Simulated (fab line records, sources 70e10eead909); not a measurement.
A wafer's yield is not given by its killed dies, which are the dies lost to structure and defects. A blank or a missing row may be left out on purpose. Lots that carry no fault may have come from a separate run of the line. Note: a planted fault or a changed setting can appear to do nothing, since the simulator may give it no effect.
Matching of chambers + flow nand harc + pecvd-03 running NHARC_A_M0_PRE_CLEAN_31: 3 sister chambers
The step time 12 s. 24 wafers are shown with their chamber, then 12 later ones without.

EACH WAFER AND ITS CHAMBER
| wafer  | chamber | heater power w (W) | rf fwd power W (W) |
|--------|---------|--------------------|--------------------|
| L074.2 | 1       | 849                | 292.5              |
| L074.3 | 2       | 828                | 292.3              |
| L074.6 | 2       | 826                | 291.3              |
| L076.1 | 2       | 699                | 292.2              |
| L076.3 | 1       | 795                | 293.8              |
| L076.4 | 2       | 692                | 293.7              |
| L080.4 | 1       | 859                | 292.0              |
| L080.5 | 2       | 796                | 293.1              |
| L080.6 | 0       | 525                | 293.1              |
| L083.1 | 0       | 584                | 293.8              |
| L083.4 | 2       | 753                | 293.9              |
| L083.6 | 1       | 869                | 292.6              |
| L085.1 | 1       | 720                | 293.0              |
| L085.2 | 0       | 585                | 293.5              |
| L085.6 | 0       | 592                | 292.4              |
| L089.4 | 0       | 602                | 294.5              |
| L089.5 | 1       | 864                | 293.3              |
| L089.6 | 2       | 836                | 293.1              |
| L092.3 | 1       | 745                | 293.4              |
| L092.4 | 0       | 559                | 293.9              |
| L092.6 | 1       | 744                | 292.8              |
| L091.1 | 2       | 718                | 292.0              |
| L091.4 | 2       | 724                | 292.3              |
| L091.5 | 1       | 821                | 293.9              |

SIGNATURES (means of the wafers above)
| reading        | chamber 0 | chamber 1 | chamber 2 | scatter within a chamber |
|----------------|-----------|-----------|-----------|--------------------------|
| heater power w | 574.50    | 807.33    | 763.56    | 52.8                     |
| rf fwd power W | 293.533   | 293.033   | 292.656   | 0.741                    |
Rule: for a wafer and a chamber, the distance is found by dividing, reading by reading, the gap between the wafer's reading and the chamber's mean by the reading's scatter, squaring, summing and taking the root. The wafer belongs to the nearest chamber; if the next one is less than 2 further off, it can't be placed. The scatter is the square root of a quotient: the sum, over the shown wafers, of each reading's squared deviation from its chamber's mean, divided by wafers minus chambers.

WAFERS MISSING THEIR CHAMBER
| wafer  | heater power w (W) | rf fwd power W (W) |
|--------|--------------------|--------------------|
| L095.2 | 676                | 292.5              |
| L095.3 | 887                | 292.7              |
| L095.4 | 860                | 292.4              |
| L093.2 | 594                | 293.8              |
| L093.4 | 603                | 293.7              |
| L093.5 | 784                | 294.4              |
| L094.4 | 837                | 292.9              |
| L094.5 | 590                | 293.0              |
| L094.6 | 831                | 292.3              |
| L097.3 | 771                | 292.6              |
| L097.4 | 622                | 291.2              |
| L097.5 | 774                | 293.2              |

WHICH CHAMBER EACH WENT THROUGH
| wafer  | from the rows above          | in truth |
|--------|------------------------------|----------|
| L095.2 | can't be placed: 2 or 0 or 1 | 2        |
| L095.3 | can't be placed: 1 or 2      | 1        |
| L095.4 | can't be placed: 1 or 2      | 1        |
| L093.2 | 0                            | 0        |
| L093.4 | 0                            | 0        |
| L093.5 | can't be placed: 1 or 2      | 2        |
| L094.4 | can't be placed: 1 or 2      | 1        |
| L094.5 | 0                            | 0        |
| L094.6 | can't be placed: 1 or 2      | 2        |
| L097.3 | can't be placed: 2 or 1      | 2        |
| L097.4 | can't be placed: 0 or 2 or 1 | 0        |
| L097.5 | can't be placed: 1 or 2      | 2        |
Correct placement for 3 of the 12. Can't be placed from these rows: 9 (the true chamber is among the candidates in 9). 0 placed wrongly.
